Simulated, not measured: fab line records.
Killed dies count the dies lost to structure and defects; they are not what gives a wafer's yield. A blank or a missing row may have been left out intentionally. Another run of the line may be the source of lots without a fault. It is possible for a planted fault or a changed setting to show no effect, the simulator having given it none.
Struck lot and sound lot, side by side | flow n5_finfet | 16 out of 1938 route steps
Sound: the wafers L190.1, L190.2, L190.6. Wafers struck: L193.1, L193.4, L193.5. The cause comes at the end.
For every step that has rows: the tool of each side, followed by ch and its chambers, followed by its first start. Under that, the readings that differ: sound wafers | struck wafers | difference of the means | sigmas: that difference in standard deviations of wafers without a fault.
alike: readings whose means differ by less than 2 such deviations, and words and numbers that are the same on both sides. not compared: withheld readings, readings that some wafer has no value for, bounds like >300 that may hide the same value, and numbers for which the record gives no deviation and whose values overlap.
Wherever a step has rows on one side only, a row that says differs or no value, or a row with sigmas, the two part there. Numbers that don't overlap but have no deviation are shown without sigmas and don't part them. A reading that every wafer of one side lacks parts them only if that side has two wafers or more.

first, 4 steps without rows for these wafers: N5_BEOL_M11_SOFTBAKE_06 (time 60 s); N5_BEOL_M11_EXPOSE_08 (exposes mask M11); N5_BEOL_M11_PEB_09 (peb time 60 s); N5_BEOL_M11_DEVELOP_10 (develop time 30 s).
N5_BEOL_M11_CD_MEAS_11: target cd 64.1 nm.
  sound on cd_sem-03 ch 0, day 12 01:40; struck on cd_sem-01 ch 0, day 13 00:16
  alike: cd_nm
N5_BEOL_M11_OVL_MEAS_12:
  sound on overlay-01 ch 0, day 12 01:42; struck on overlay-01 ch 0, day 13 00:18
  alike: M11_OVL
N5_BEOL_M11_INSPECT_13: inspects for defects (brightfield).
  struck on defect_inspect-02, day 13 00:19; sound on defect_inspect-02, day 12 01:44
  alike: raw_defect_count
N5_BEOL_M11_DESCUM_16: chemistry O2, time 7.9 s.
  sound on rie_diel-03 ch 0,2,3, day 12 01:49; struck on rie_diel-01 ch 0,1,2, day 13 00:46
  alike: drypump_motor_current_A, oes_product_au, rf_vpp_V, showerhead_plenum_p_Torr, throttle_valve_pct
  not compared: rf_hours_counter_h
N5_BEOL_M11_ETCH_61: etches SiARC in CF4, target depth 39 nm, time 65 s.
  sound on rie_diel-03 ch 0,2,3, day 12 01:52; struck on rie_diel-01 ch 0,1,2, day 13 00:48
  alike: drypump_motor_current_A, etch_rf_on_time_s, oes_product_au, rf_vpp_V, showerhead_plenum_p_Torr, throttle_valve_pct
  not compared: rf_hours_counter_h
N5_BEOL_M11_ETCH_62: etches SOC in N2/H2, target depth 110 nm, overetch 22 nm, time 165 s.
  sound on rie_diel-03 ch 0,2,3, day 12 01:55; struck on rie_diel-01 ch 0,1,2, day 13 00:51
  alike: drypump_motor_current_A, oes_product_au, rf_vpp_V, showerhead_plenum_p_Torr, throttle_valve_pct
  not compared: rf_hours_counter_h
then, 1 step without rows for these wafers: N5_BEOL_M11_STRIP_68 (strips in N2/H2).
N5_BEOL_M11_STRIP_67: strips in CF4.
  sound on rie_diel-03 ch 0,2,3, day 12 02:03; struck on rie_diel-01 ch 0,1,2, day 13 00:59
  alike: drypump_motor_current_A, oes_product_au, rf_vpp_V, showerhead_plenum_p_Torr, throttle_valve_pct
  not compared: rf_hours_counter_h
N5_BEOL_M11_HM_OPEN_17: chemistry Cl2/BCl3, target TiN, target depth 20 nm, overetch 6 nm.
  sound on rie_metal-01 ch 0,1, day 12 02:05; struck on rie_metal-02 ch 0,1, day 13 01:02
  no value came back on the struck wafers for any of 6 readings (bcl3_flow_sccm (sccm), bias_w (W) and others); on the sound wafers bcl3_flow_sccm (sccm) reads 21.74 21.81 21.73
  reading                                   | sound      | struck        | difference | sigmas
  model.SOC_of_BEOL_M11_COAT_59.thk_nm (nm) | 92 92.6 92 | 99.8 100 99.6 | +7.6       |
  not compared: rf_hours_counter_h
N5_BEOL_M11_STRIP_19: strips in O2.
  sound on rie_diel-05 ch 1,2, day 12 02:13; struck on rie_diel-05 ch 1,2, day 13 01:08
  alike: drypump_motor_current_A, oes_product_au, rf_vpp_V, showerhead_plenum_p_Torr, throttle_valve_pct
  not compared: rf_hours_counter_h
N5_BEOL_M11_CD_MEAS_18: pitch 140 nm, target cd 70 nm.
  struck on cd_sem-02, day 13 01:13; sound on cd_sem-02, day 12 02:17
  reading    | sound          | struck | difference                    | sigmas
  cd_nm (nm) | 69.7 70.3 69.3 | - - -  | no value on the struck wafers |
then, 1 step without rows for these wafers: N5_BEOL_M11_COAT_63 (time 60 s, resist thk 100 nm).

## WHERE THEY PART
At N5_BEOL_M11_HM_OPEN_17 first; at N5_BEOL_M11_CD_MEAS_18 last (within this record only).

WHY: whatever the simulator had introduced
Whole step skipped at N5_BEOL_M11_HM_OPEN_17 on rie_metal-02, starting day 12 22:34. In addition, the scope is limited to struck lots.
